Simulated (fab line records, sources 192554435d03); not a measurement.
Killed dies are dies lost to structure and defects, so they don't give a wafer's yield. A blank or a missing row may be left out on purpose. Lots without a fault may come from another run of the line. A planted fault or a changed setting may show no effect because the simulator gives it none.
A struck lot beside a sound one | flow n5_finfet | 15 steps out of a route of 1938
Sound: wafers L601.1, L601.4, L601.5. Struck: wafers L606.3, L606.5. (L606.1 of the same lot was not struck and is left out.) The cause comes at the end.
At each step with rows: each side's tool, then ch and its chambers, then its first start. Under that, the readings that differ: sound wafers | struck wafers | difference of the means | sigmas: that difference in standard deviations of wafers without a fault.
alike: readings whose means differ by less than 2 such deviations, and words and numbers that are the same on both sides. not compared: withheld readings, readings that some wafer has no value for, bounds like >300 that may hide the same value, and numbers for which the record gives no deviation and whose values overlap.
The two part at a step that has a row with sigmas, a row that says differs or no value, or rows on one side only. Numbers that don't overlap but have no deviation are shown without sigmas and don't part them. A reading that every wafer of one side lacks parts them only if that side has two wafers or more.

first, 2 steps without rows for these wafers: N5_BEOL_M12_PRECLEAN_39 (cleans in residue remover, time 60 s); N5_BEOL_M12_SRD_40 (time 30 s, dry time 30 s).
N5_BEOL_M12_DEGAS_41: time 60 s.
  sound on pvd_sputter-03, day 12 07:56; struck on pvd_sputter-01, day 13 10:29
  alike: heater_power_w
then, 1 step without rows for these wafers: N5_BEOL_M12_PRE_CLEAN_42 (time 30 s).
N5_BEOL_M12_SPUTTER_43: material TaN, target thk 15 nm, time 24.19 s.
  sound on pvd_sputter-03, day 12 16:07; struck on pvd_sputter-01, day 13 10:34
  alike: throttle_valve_pct
N5_BEOL_M12_SPUTTER_44: material Ta, target thk 10 nm, time 16.13 s.
  sound on pvd_sputter-03, day 12 16:11; struck on pvd_sputter-01, day 13 10:39
  alike: throttle_valve_pct
then, 2 steps without rows for these wafers: N5_BEOL_M12_SPUTTER_45 (material Cu, target thk 80 nm, time 13.33 s); N5_BEOL_M12_ECD_47 (material Cu, target thk 720 nm).
N5_BEOL_M12_ANNEAL_48: time 90 s.
  sound on rtp_anneal-01 ch 0, day 12 16:32; struck on rtp_anneal-02 ch 0, day 13 10:59
  alike: wafer_temp_C_max
N5_BEOL_M12_CMP_49: polishes, stops on SiOC, t overpolish 20.6 s, target thk 320 nm.
  sound on cmp-01 ch 0,2,3, day 12 16:55; struck on cmp-01 ch 2,3, day 13 11:20
  alike: barrier_field_endpoint_s, head_pressure_psi, motor_current_A, overpolish_run_s, retaining_ring_pressure_frac
  not compared: pad_life_wafers
N5_BEOL_M12_THK_MEAS_50: measures by xrf.
  sound on film_metro-02, day 12 17:08; struck on film_metro-01, day 13 11:36
  alike: M12_THK
then, 1 step without rows for these wafers: N5_BEOL_M12_PRE_CLEAN_52 (time 15 s).
N5_BEOL_M12_DEP_53: deposits SiCN from 3MS/NH3, target thk 30 nm, time 10.5 s.
  sound on pecvd-03 ch 1,2, day 12 17:12; struck on pecvd-03 ch 1, day 13 11:40
  reading                                   | sound        | struck    | difference | sigmas
  model.SiCN_of_BEOL_M12_DEP_53.thk_nm (nm) | 30.4 30 30.4 | 21.4 21.6 | -8.8       |
  alike: showerhead_plenum_p_Torr, throttle_valve_pct
N5_BEOL_M12_RS_MEAS_54: measures by four-point-probe.
  sound on film_metro-02, day 12 17:16; struck on film_metro-01, day 13 11:43
  alike: M12_RS
then, 1 step without rows for these wafers: N5_PASSIVATION_PROBE_49.

WHERE THEY PART
Nowhere in this record.

WHY: what the simulator had put in
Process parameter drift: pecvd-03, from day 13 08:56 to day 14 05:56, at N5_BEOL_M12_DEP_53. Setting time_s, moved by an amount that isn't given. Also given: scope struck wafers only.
